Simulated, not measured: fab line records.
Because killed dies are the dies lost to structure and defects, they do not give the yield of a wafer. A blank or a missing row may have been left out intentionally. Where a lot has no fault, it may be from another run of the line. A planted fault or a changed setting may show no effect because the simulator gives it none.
Lot-split experiment || flow n5 finfet || on a route of 1938 steps: 7 lots, 21 wafers read

ABOUT THE SPLIT
At N5_PASSIVATION_EXPOSE_41 (exposes mask PASS OPEN, defocus 0 nm, target cd 40000 nm), the setting dose mj was moved away from the recipe's 57.25 on 6 of the 21 wafers read, by -4.5% to +4.9%. The other wafers ran this setting at the recipe's value.

FROM THE SPLIT TO THE READING: what the file shows between them, 3 steps
- N5_PASSIVATION_PEB_42
- N5_PASSIVATION_DEVELOP_43: develop time 60 s
- N5_PASSIVATION_HARDBAKE_45: time 120 s

THE READING
At N5_PASSIVATION_CD_MEAS_44: cd nm in nanometres, against a target cd of 40000 nm. A value of 40001 nm with a standard deviation of 3 nm is what fault-free wafers of this fab line usually give.

{"wafer": "L074.1", "tool, chamber at the split": "krf scanner-01, 0", "dose mj as run": 60.05, "against the recipe": "+4.9%", "cd nm, nm": 40018, "against lot-mates on the recipe": "+13"}
{"wafer": "L074.3", "tool, chamber at the split": "krf scanner-01, 0", "dose mj as run": 57.25, "against the recipe": "recipe", "cd nm, nm": 40005, "against lot-mates on the recipe": "-"}
{"wafer": "L074.5", "tool, chamber at the split": "krf scanner-01, 0", "dose mj as run": 60.05, "against the recipe": "+4.9%", "cd nm, nm": 40020, "against lot-mates on the recipe": "+15"}
{"wafer": "L075.1", "tool, chamber at the split": "krf scanner-01, 0", "dose mj as run": 54.68, "against the recipe": "-4.5%", "cd nm, nm": 39982, "against lot-mates on the recipe": "no lot-mate on the recipe"}
{"wafer": "L075.3", "tool, chamber at the split": "krf scanner-01, 0", "dose mj as run": 54.68, "against the recipe": "-4.5%", "cd nm, nm": 39977, "against lot-mates on the recipe": "no lot-mate on the recipe"}
{"wafer": "L075.6", "tool, chamber at the split": "krf scanner-01, 0", "dose mj as run": 54.68, "against the recipe": "-4.5%", "cd nm, nm": 39983, "against lot-mates on the recipe": "no lot-mate on the recipe"}
{"wafer": "L076.3", "tool, chamber at the split": "krf scanner-01, 0", "dose mj as run": 57.25, "against the recipe": "recipe", "cd nm, nm": 39998, "against lot-mates on the recipe": "-"}
{"wafer": "L076.5", "tool, chamber at the split": "krf scanner-01, 0", "dose mj as run": 57.25, "against the recipe": "recipe", "cd nm, nm": 39999, "against lot-mates on the recipe": "-"}
{"wafer": "L076.6", "tool, chamber at the split": "krf scanner-01, 0", "dose mj as run": 57.25, "against the recipe": "recipe", "cd nm, nm": 40000, "against lot-mates on the recipe": "-"}
{"wafer": "L079.1", "tool, chamber at the split": "krf scanner-01, 0", "dose mj as run": 58.79, "against the recipe": "+2.7%", "cd nm, nm": 40007, "against lot-mates on the recipe": "+8"}
{"wafer": "L079.5", "tool, chamber at the split": "krf scanner-01, 0", "dose mj as run": 57.25, "against the recipe": "recipe", "cd nm, nm": 39999, "against lot-mates on the recipe": "-"}
{"wafer": "L079.6", "tool, chamber at the split": "krf scanner-01, 0", "dose mj as run": 57.25, "against the recipe": "recipe", "cd nm, nm": 40000, "against lot-mates on the recipe": "-"}
{"wafer": "L091.1", "tool, chamber at the split": "krf scanner-01, 0", "dose mj as run": 57.25, "against the recipe": "recipe", "cd nm, nm": 40002, "against lot-mates on the recipe": "-"}
{"wafer": "L091.3", "tool, chamber at the split": "krf scanner-01, 0", "dose mj as run": 57.25, "against the recipe": "recipe", "cd nm, nm": 39998, "against lot-mates on the recipe": "-"}
{"wafer": "L091.5", "tool, chamber at the split": "krf scanner-01, 0", "dose mj as run": 57.25, "against the recipe": "recipe", "cd nm, nm": 40000, "against lot-mates on the recipe": "-"}
{"wafer": "L089.2", "tool, chamber at the split": "krf scanner-01, 0", "dose mj as run": 57.25, "against the recipe": "recipe", "cd nm, nm": 39999, "against lot-mates on the recipe": "-"}
{"wafer": "L089.4", "tool, chamber at the split": "krf scanner-01, 0", "dose mj as run": 57.25, "against the recipe": "recipe", "cd nm, nm": 39999, "against lot-mates on the recipe": "-"}
{"wafer": "L089.5", "tool, chamber at the split": "krf scanner-01, 0", "dose mj as run": 57.25, "against the recipe": "recipe", "cd nm, nm": 40000, "against lot-mates on the recipe": "-"}
{"wafer": "L096.2", "tool, chamber at the split": "krf scanner-01, 0", "dose mj as run": 57.25, "against the recipe": "recipe", "cd nm, nm": 39998, "against lot-mates on the recipe": "-"}
{"wafer": "L096.3", "tool, chamber at the split": "krf scanner-01, 0", "dose mj as run": 57.25, "against the recipe": "recipe", "cd nm, nm": 39999, "against lot-mates on the recipe": "-"}
{"wafer": "L096.5", "tool, chamber at the split": "krf scanner-01, 0", "dose mj as run": 57.25, "against the recipe": "recipe", "cd nm, nm": 39999, "against lot-mates on the recipe": "-"}

THE FIT
A straight line over all 21 wafers: cd nm changes by +4.02 nm for each +1% of dose mj; r = +0.98; the points scatter about the line by 2.1 nm.
The same after taking each lot's own level away (the mean of its wafers on the recipe; 18 wafers): +2.85 nm for each +1%; r = +0.98; scatter 0.93 nm.
According to that fit, moving dose mj by its largest amount changes the reading by 14 nm.
Measured against the standard deviation above, the lots' own levels, which go from 39998.7 to 40005.0 nm, span 2.1 times it.
Thus the slope moves with the lot-to-lot level: the two fits are different.
Check: +14.7 nm against its lot-mates is what the line predicts for one of the wafers moved furthest among these (+4.9%) when that wafer is left out of the fit. Against them it came out at +13 nm.

THESE WAFERS: OTHER SPLITS
Other splits were also applied to these wafers ahead of the reading. Each is held against what the fit with the lots' levels taken away leaves over:
{"other split on the same wafers": "N5_BEOL_M14_COAT_66 spin rpm", "wafers away from the commonest value": 7, "r with cd nm (lot level and that fit taken away)": "+0.20"}
{"other split on the same wafers": "N5_BEOL_M14_PEB_26 peb temp c", "wafers away from the commonest value": 6, "r with cd nm (lot level and that fit taken away)": "+0.01"}
{"other split on the same wafers": "N5_BEOL_M15_PEB_26 peb temp c", "wafers away from the commonest value": 8, "r with cd nm (lot level and that fit taken away)": -0.14}
{"other split on the same wafers": "N5_BEOL_M15_STRIP_37 pressure mtorr", "wafers away from the commonest value": 15, "r with cd nm (lot level and that fit taken away)": "+0.00"}

THE FILE'S OWN FIT
cd nm changes by +2.9 nm for each +1% of dose mj, r = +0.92.
